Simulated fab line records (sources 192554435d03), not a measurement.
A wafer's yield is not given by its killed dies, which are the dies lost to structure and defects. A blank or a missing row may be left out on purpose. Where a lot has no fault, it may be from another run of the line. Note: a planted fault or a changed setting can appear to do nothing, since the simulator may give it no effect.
Split-lot study	flow n5_finfet	route with 1938 steps; 7 lots, 21 wafers read

THE SPLIT
At N5_BEOL_M13_DEP_53 (deposits SiCN from 3MS/NH3, target thk 50 nm, time 17.8 s), the setting time_s was moved away from the recipe's 17.8 s on 8 of the 21 wafers read, by -14.7% to +8.5%. The other wafers ran this setting at the recipe's value.

Reading taken at the split's own step.

THE READING
SiCN_of_BEOL_M13_DEP_53.thk_nm (the simulator's own value, which no gauge read), in nm, at N5_BEOL_M13_DEP_53 (deposits SiCN from 3MS/NH3, target thk 50 nm, time 17.8 s). The file does not state a usual value for it. Across the 13 wafers here that went through the recipe, the average is 49.9 nm and the standard deviation 0.49 nm.

wafer	tool, chamber at the split	time_s as run, s	against the recipe	SiCN_of_BEOL_M13_DEP_53.thk_nm, nm	against lot-mates on the recipe
L076.3	pecvd-03, 2	17.8	recipe	50	-
L076.4	pecvd-03, 1	16	-10.1%	44.4	-5.8
L076.6	pecvd-03, 2	17.8	recipe	50.4	-
L080.1	pecvd-04, 2	17.8	recipe	50.2	-
L080.3	pecvd-04, 1	17.8	recipe	49.8	-
L080.5	pecvd-04, 2	18.54	+4.2%	53.2	+3.2
L081.1	pecvd-03, 1	17.8	recipe	49.4	-
L081.2	pecvd-03, 2	17.8	recipe	50.4	-
L081.4	pecvd-03, 1	17.8	recipe	49.8	-
L084.2	pecvd-04, 1	17.8	recipe	49.6	-
L084.3	pecvd-04, 2	15.18	-14.7%	42.6	-7.0
L084.4	pecvd-04, 2	15.18	-14.7%	42.8	-6.8
L085.1	pecvd-03, 0	17.8	recipe	50	-
L085.2	pecvd-03, 1	18.75	+5.3%	52	+2.0
L085.4	pecvd-03, 0	18.75	+5.3%	53.6	+3.6
L093.2	pecvd-03, 1	17.13	-3.8%	46.8	-2.7
L093.3	pecvd-03, 0	17.8	recipe	49.2	-
L093.5	pecvd-03, 1	17.8	recipe	49.8	-
L095.1	pecvd-04, 2	19.31	+8.5%	53.6	+3.7
L095.2	pecvd-04, 0	17.8	recipe	49	-
L095.5	pecvd-04, 2	17.8	recipe	50.8	-

FIT RESULTS
A straight line over all 21 wafers: SiCN_of_BEOL_M13_DEP_53.thk_nm changes by +0.51 nm for each +1% of time_s; r = +0.98; the points scatter about the line by 0.65 nm.
The same after taking each lot's own level away (the mean of its wafers on the recipe; 21 wafers): +0.498 nm for each +1%; r = +0.98; scatter 0.61 nm.
Per that fit: largest time_s move, reading shift of 7.3 nm.
Measured against the standard deviation above, the lots' own levels, which go from 49.50 to 50.20 nm, span 1.4 times it.
So the lot-to-lot level changes the slope little: the two slopes agree.
Check: -7.48 nm against its lot-mates is what the line predicts for one of the wafers moved furthest among these (-14.7%) when that wafer is left out of the fit. Against them it came out at -7 nm.

OTHER SPLITS ON THESE WAFERS
Note: prior to the reading, these wafers also went through further splits. Each is held against what the fit with the lots' levels taken away leaves over:
other split on the same wafers	wafers away from the commonest value	r with SiCN_of_BEOL_M13_DEP_53.thk_nm (lot level and that fit taken away)
N5_BEOL_M9_ETCH_62 time_s	12	-0.07
N5_BEOL_M9_COAT_64 spin_rpm	7	-0.27
N5_BEOL_M10_EXPOSE_08 dose_mj	9	+0.31
N5_BEOL_M11_ILD_DEP_00 time_s	9	-0.19
N5_BEOL_M11_VIA_ETCH_34 time_s	5	+0.37
N5_BEOL_M11_ETCH_41 time_s	5	-0.51
N5_BEOL_M12_SPUTTER_44 time_s	10	-0.13

THE FILE'S OWN FIT
SiCN_of_BEOL_M13_DEP_53.thk_nm changes by +0.51 nm for each +1% of time_s, r = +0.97.
